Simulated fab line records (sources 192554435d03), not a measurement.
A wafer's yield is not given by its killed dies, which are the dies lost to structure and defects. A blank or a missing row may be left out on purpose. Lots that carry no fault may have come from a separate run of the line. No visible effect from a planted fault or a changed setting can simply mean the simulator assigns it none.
Struck lot and sound lot, side by side || flow n5Finfet || 38 out of 1938 route steps
Sound: these wafers, L616.4, L616.5, L616.6. Wafers L606.2, L606.4, L606.6 were the ones struck. The cause is named last.
At each step with rows: each side's tool, then ch and its chambers, then its first start. Under that, the readings that differ: sound wafers || struck wafers || difference of the means || sigmas: that difference in standard deviations of wafers without a fault.
alike: readings whose means differ by less than 2 such deviations, and words and numbers that are the same on both sides. not compared: withheld readings, readings that some wafer has no value for, bounds like >300 that may hide the same value, and numbers for which the record gives no deviation and whose values overlap.
The two part at a step that has a row with sigmas, a row that says differs or no value, or rows on one side only. Numbers that have no deviation but don't overlap get no sigmas and don't part them. A reading that every wafer of one side lacks parts them only if that side has two wafers or more.

first, 9 steps without rows for these wafers: N5_BEOL_M4_ANNEAL_95 (time 240 s); N5_BEOL_M4_SPUTTER_96 (material Cu, target thk 4.5 nm, time 8.29 s); N5_BEOL_M4_ECD_50 (material Cu, target thk 300 nm); N5_BEOL_M4_ANNEAL_51 (time 90 s); N5_BEOL_M4_CMP_52 (polishes, stops on SiOC, t overpolish 6.8 s, target thk 40 nm); N5_BEOL_M4_PRE_CLEAN_60 (time 15 s); N5_BEOL_M4_CO_CAP_55 (material Co, precursor CCTBA/H2, target thk 2 nm, time 102.1 s); N5_BEOL_M4_PRE_CLEAN_56 (time 15 s); N5_BEOL_M4_DEP_57 (deposits SiCN from 3MS/NH3, target thk 8 nm, time 14 s).
N5_BEOL_M4_RC_MEAS_101:
  sound on prober-01 ch 0, day 13 18:04; struck on prober-02 ch 0, day 10 14:52
  alike: DIBL_N, DIBL_P, IOFF_N, IOFF_P, ION_N, ION_P, SS_N, SS_P, VT_N, VT_P
then, 24 steps without rows for these wafers: N5_BEOL_M5_ILD_DEP_00 (deposits SiCOH lowk from DEMS/porogen, target thk 140.64 nm, time 25.9 s); N5_BEOL_M5_CURE_79 (cures SiCOH lowk, time 240 s); N5_BEOL_M5_PECVD_70 (deposits SiO2 from TEOS/O2, target thk 16 nm, time 18 s); N5_BEOL_M5_HM_DEP_02 (deposits TiN, target thk 20 nm); N5_BEOL_M5_COAT_59 (time 60 s, resist thk 60 nm); N5_BEOL_M5_COAT_60 (time 60 s, resist thk 12 nm); N5_BEOL_M5_COAT_71 (time 60 s, resist thk 5 nm); N5_BEOL_M5_COAT_05 (resist thk 30 nm); N5_BEOL_M5_EBR_07; N5_BEOL_M5_SOFTBAKE_06 (time 60 s); N5_BEOL_M5_EXPOSE_08 (exposes mask M5, target cd 28 nm); N5_BEOL_M5_PEB_09 (peb time 60 s); N5_BEOL_M5_DEVELOP_10 (develop time 30 s); N5_BEOL_M5_DESCUM_16 (chemistry O2, time 7 s); N5_BEOL_M5_ETCH_72 (etches underlayer in N2/H2, target depth 6.5 nm, time 5.2 s); N5_BEOL_M5_ETCH_61 (etches SiARC in CF4, target depth 15.6 nm, time 26 s); N5_BEOL_M5_ETCH_62 (etches SOC in N2/H2, target depth 75 nm, overetch 15 nm, time 112.5 s); N5_BEOL_M5_STRIP_63 (strips in N2/H2); N5_BEOL_M5_STRIP_73 (strips in N2/H2); N5_BEOL_M5_STRIP_64 (strips in CF4); N5_BEOL_M5_HM_OPEN_17 (chemistry Cl2/BCl3, target TiN, target depth 20 nm, overetch 6 nm); N5_BEOL_M5_STRIP_19 (strips in O2); N5_BEOL_M5_COAT_65 (time 60 s, resist thk 60 nm); N5_BEOL_M5_COAT_66 (time 60 s, resist thk 12 nm).
-- a jump in the record: the struck wafers' starts before and after are 3 days apart (it breaks off in module BEOL_M5 and resumes in module BEOL_M12, where the first step shown is number 1653 of the route) --
N5_BEOL_M12_CMP_49: polishes, stops on SiOC, t overpolish 20.6 s, target thk 320 nm.
  sound on cmp-01 ch 0,2,3, day 16 11:22; struck on cmp-04 ch 1,2,3, day 13 05:15
  no value came back on the struck wafers for any of 6 readings (barrierFieldEndpointS (s), clearingPlatenDownForcePsi (psi) and others); on the sound wafers barrierFieldEndpointS (s) reads 29.7 30.4 29.5
{"reading": "model.Cu_of_BEOL_M12_ECD_47.thkNm (nm)", "sound": "323 320.4 323.2", "struck": "707.6 713.8 706", "difference": "+386.9", "sigmas": ""}
N5_BEOL_M12_THK_MEAS_50: measures by xrf.
  sound on filmMetro-02 at day 16 11:36; struck on filmMetro-01 at day 13 05:31
{"reading": "M12_THK (nm)", "sound": "321 318 320", "struck": "712 716 713", "difference": "+394", "sigmas": "+74"}
N5_BEOL_M12_RS_MEAS_54: measurement is done with a four-point probe.
  sound on filmMetro-01 at day 16 11:43; struck on filmMetro-01 at day 13 05:38
{"reading": "M12_RS (ohm/sq)", "sound": "0.0597 0.0600 0.0594", "struck": "0.0237 0.0236 0.0237", "difference": -0.0360, "sigmas": -36}
N5_PASSIVATION_PROBE_49:
  rows exist in the record for the struck wafers here (prober-02, day 14 18:14), but not for the sound ones

== WHERE THEY PART ==
Last at N5_PASSIVATION_PROBE_49 as far as this record goes, first at N5_BEOL_M12_CMP_49.

WHY: the cause the simulator had injected
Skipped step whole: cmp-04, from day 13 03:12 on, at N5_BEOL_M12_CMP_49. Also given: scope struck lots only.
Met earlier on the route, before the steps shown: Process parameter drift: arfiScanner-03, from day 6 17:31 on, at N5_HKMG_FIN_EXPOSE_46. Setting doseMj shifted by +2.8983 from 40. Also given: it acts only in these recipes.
